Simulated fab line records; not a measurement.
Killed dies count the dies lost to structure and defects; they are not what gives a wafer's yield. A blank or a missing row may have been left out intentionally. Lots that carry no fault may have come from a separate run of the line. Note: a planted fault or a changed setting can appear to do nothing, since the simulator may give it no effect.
Which tool was responsible? :: flow nand-harc :: route of 1159 steps, sampled at 1 step: 12 lots, 36 wafers

WHAT THE GAUGES SHOWED, per wafer
NHARC_A_CHANNEL_HOLE_D1_CD_MEAS_18.
lot: L074
measured: day 8 21:34
on: cd-sem-02
cd-nm (nm): 101.6 96.5 100.1

lot: L077
measured: day 8 23:07
on: cd-sem-03
cd-nm (nm): 97.6 100.9 96.1

lot: L079
measured: day 9 08:56
on: cd-sem-01
cd-nm (nm): 98.5 101.5 100.8

lot: L081
measured: day 9 16:05
on: cd-sem-02
cd-nm (nm): 99.0 95.4 97.9

lot: L085
measured: day 10 15:07
on: cd-sem-01
cd-nm (nm): 99.0 98.3 103.5

lot: L084
measured: day 10 19:55
on: cd-sem-03
cd-nm (nm): 99.7 100.0 100.3

lot: L087
measured: day 11 13:53
on: cd-sem-01
cd-nm (nm): 98.1 99.0 96.4

lot: L089
measured: day 12 03:02
on: cd-sem-02
cd-nm (nm): 101.1 100.1 101.9

lot: L093
measured: day 13 00:53
on: cd-sem-01
cd-nm (nm): 98.6 103.9 100.0

lot: L091
measured: day 13 02:32
on: cd-sem-03
cd-nm (nm): 101.0 101.2 103.9

lot: L095
measured: day 13 08:55
on: cd-sem-03
cd-nm (nm): 97.5 101.4 94.8

lot: L097
measured: day 14 12:37
on: cd-sem-01
cd-nm (nm): 103.9 98.7 102.5

WHAT TOOL EACH LOT RAN ON (gives the tool, then ch and the chambers of the sampled wafers, and finally the start)
There is no process step in the record ahead of these readings.

THE ANSWER, worked out from the rows above alone
Rule: what is usual is taken from the lots themselves. Put in order of their means at a reading, lots are off if they are a third of the lots or fewer, leave a main group of 4 or more, and stand apart from it by a gap of 3 or more times the standard deviation of the main group's means; of several such gaps the widest counts. Not used: any main group whose means are identical at the precision the tables above print for the reading. A lot without any number at a reading at which 4 lots or more have one is off too. All remaining lots with rows at the step are treated as sound.
Nothing can be told from this: no lot is off at any reading shown.

WHAT THE SIMULATOR PUT IN
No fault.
